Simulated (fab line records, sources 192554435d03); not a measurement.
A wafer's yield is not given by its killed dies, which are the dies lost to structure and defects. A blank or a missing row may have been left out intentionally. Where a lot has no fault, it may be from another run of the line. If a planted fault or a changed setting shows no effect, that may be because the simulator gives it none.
A struck lot beside a sound one | flow n5Finfet | 37 steps out of a route of 1938
Sound: the wafers L928.1, L928.4, L928.6. Struck: wafer L936.4 (L936.1, L936.6, from the same lot, were not struck and are left out); the cause is given at the end.
Per side, at each step with rows, come the tool, then ch with its chambers, and then its first start. Under that, the readings that differ: sound wafers | struck wafers | difference of the means | sigmas: that difference in standard deviations of wafers without a fault.
alike: readings with means less than 2 such deviations apart, plus words and numbers identical on both sides. not compared: withheld readings, readings lacking a value on some wafer, bounds such as >300 that could conceal the same value, and numbers that have no deviation in the record and whose values overlap.
The two part at a step that has a row with sigmas, a row that says differs or no value, or rows on one side only. Non-overlapping numbers with no deviation appear without sigmas and do not part them. A reading missing from all wafers of one side parts the sides only when that side holds two or more wafers.

first, 12 steps without rows for these wafers: N5_GATE_CUT_STRIP_39 (strips in N2/H2); N5_GATE_CUT_HM_OPEN_40 (chemistry C4F6/O2, target SiO2, target depth 139 nm, time 85.1 s); N5_GATE_CUT_STRIP_41 (strips in CF4); N5_GATE_CUT_STRIP_42 (strips in O2); N5_GATE_CUT_ETCH_19 (etches SiNx in CH3F/O2, target depth 53.7 nm, time 76.7 s); N5_GATE_CUT_CUT_ETCH_53 (etches W in SF6/Cl2, target depth 79.2 nm); N5_GATE_CUT_CUT_ETCH_54 (etches TiN in Cl2/BCl3, target depth 96.7 nm); N5_GATE_CUT_CUT_ETCH_55 (etches HfO2 in BCl3, target depth 3.2 nm); N5_GATE_CUT_ETCH_47 (etches SiO2 in Cl2/BCl3, target depth 10 nm); N5_GATE_CUT_VAPOR_ETCH_48 (etches TiN in BCl3/Cl2); N5_GATE_CUT_VAPOR_ETCH_49 (etches TiAlC in BCl3/Cl2); N5_GATE_CUT_VAPOR_ETCH_51 (etches HfO2 in BCl3/Cl2).
N5_GATE_CUT_STRIP_21: strips in N2/H2, time 30 s.
  sound on plasmaAsher-02 ch 0,1, day 4 11:23; struck on plasmaAsher-02 ch 0, day 6 10:43
  alike: drypumpMotorCurrentA, heaterPowerW
  not compared: rfHoursCounterH
then, 23 steps without rows for these wafers: N5_GATE_CUT_STRIP_29 (strips in post etch residue remover, time 60 s); N5_GATE_CUT_SRD_52 (time 30 s); N5_GATE_CUT_ALD_22 (deposits SiNx, target thk 16 nm, pulse time 1 s, ald cycles 320); N5_GATE_CUT_CMP_23 (polishes, stops on SiO2, t overpolish 23.4 s, target thk 16 nm); N5_GATE_CUT_CMP_43 (polishes SiO2); N5_GATE_CUT_CMP_61 (polishes, stops on SiNx, t overpolish 3 s); N5_MOL_CONTACT_COAG_COAT_103 (time 60 s, resist thk 80 nm); N5_MOL_CONTACT_COAG_COAT_104 (time 60 s, resist thk 12 nm); N5_MOL_CONTACT_COAG_COAT_58 (time 60 s, resist thk 10 nm); N5_MOL_CONTACT_COAG_COAT_02 (resist thk 30 nm); N5_MOL_CONTACT_COAG_EBR_04; N5_MOL_CONTACT_COAG_SOFTBAKE_03 (time 60 s); N5_MOL_CONTACT_COAG_EXPOSE_05 (exposes mask CA, defocus 0 nm); N5_MOL_CONTACT_COAG_PEB_06 (peb time 60 s); N5_MOL_CONTACT_COAG_DEVELOP_07 (develop time 30 s); N5_MOL_CONTACT_COAG_DESCUM_13 (chemistry O2, time 7 s); N5_MOL_CONTACT_COAG_ETCH_59 (etches underlayer in N2/H2, target depth 13 nm, time 10.4 s); N5_MOL_CONTACT_COAG_ETCH_105 (etches SiARC in CF4, target depth 15.6 nm, time 26 s); N5_MOL_CONTACT_COAG_ETCH_106 (etches SOC in N2/H2, target depth 80 nm, overetch 16 nm, time 120 s); N5_MOL_CONTACT_COAG_STRIP_107 (strips in N2/H2); N5_MOL_CONTACT_COAG_STRIP_108 (strips in N2/H2); N5_MOL_CONTACT_COAG_CONTACT_ETCH_14 (etches SiO2 in C4F6/O2, target depth 27.5 nm, overetch 8.5 nm, time 20 s); N5_MOL_CONTACT_COAG_STRIP_109 (strips in C4F6/O2).
-- a jump in the record: the struck wafers' starts before and after are 8 days apart (it breaks off in module MOL_CONTACT_COAG and resumes in module PASSIVATION, where the first step shown is number 1936 of the route) --
N5_PASSIVATION_PROBE_49:
  the record has rows for the struck wafers here (prober-02, day 14 17:14) and none for the sound ones

WHERE THEY PART
Only at N5_PASSIVATION_PROBE_49, as far as this record shows.

WHY: the cause the simulator had injected
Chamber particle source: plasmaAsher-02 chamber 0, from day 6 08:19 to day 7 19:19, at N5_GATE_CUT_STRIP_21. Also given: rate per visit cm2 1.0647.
